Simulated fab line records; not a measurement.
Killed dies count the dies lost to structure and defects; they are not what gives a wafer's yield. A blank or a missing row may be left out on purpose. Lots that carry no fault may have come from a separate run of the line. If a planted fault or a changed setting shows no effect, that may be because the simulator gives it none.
Matching of chambers -- flow n5 finfet -- N5_MOL_CONTACT_COAG_ETCH_110 on rie diel-05: 4 sister chambers
The step etches Si in CF4/O2, target depth 2.5 nm, time 8 s. 8 wafers are shown with their chamber, then 7 later ones without.

== WAFERS PAIRED WITH THEIR CHAMBERS ==
wafer,chamber,drypump motor current A (A),showerhead plenum p Torr (Torr)
L076.3,1,5.3,2.28
L078.1,0,5.9,2.13
L078.6,2,5.3,2.23
L084.2,1,5.3,2.28
L084.3,3,5.8,2.22
L084.6,0,6.0,2.12
L087.3,3,5.8,2.22
L087.5,2,5.3,2.22

== WAFERS WHOSE CHAMBER IS MISSING ==
wafer,drypump motor current A (A),showerhead plenum p Torr (Torr)
L087.6,5.3,2.27
L088.1,5.3,2.22
L088.5,5.3,2.22
L088.6,5.8,2.22
L090.2,5.8,2.22
L090.4,5.3,2.27
L090.5,6.0,2.12

== EACH ONE'S CHAMBER ==
wafer,from the rows above,in truth
L087.6,1,1
L088.1,2,2
L088.5,2,2
L088.6,3,3
L090.2,3,3
L090.4,1,1
L090.5,0,0
Correct placement for 7 of the 7. Number that these rows cannot place: 0. Number placed wrongly: 0.
How it was worked out, from the rows above alone: a wafer's distance from a chamber is the root of the sum, over the readings, of the square of ((its reading less the chamber's mean) divided by the reading's scatter). The wafer belongs to the nearest chamber; if the next one is less than 2 further off, it can't be placed. A chamber's mean is the mean of its shown wafers. The scatter is the square root of a quotient: the sum, over the shown wafers, of each reading's squared deviation from its chamber's mean, divided by wafers minus chambers.
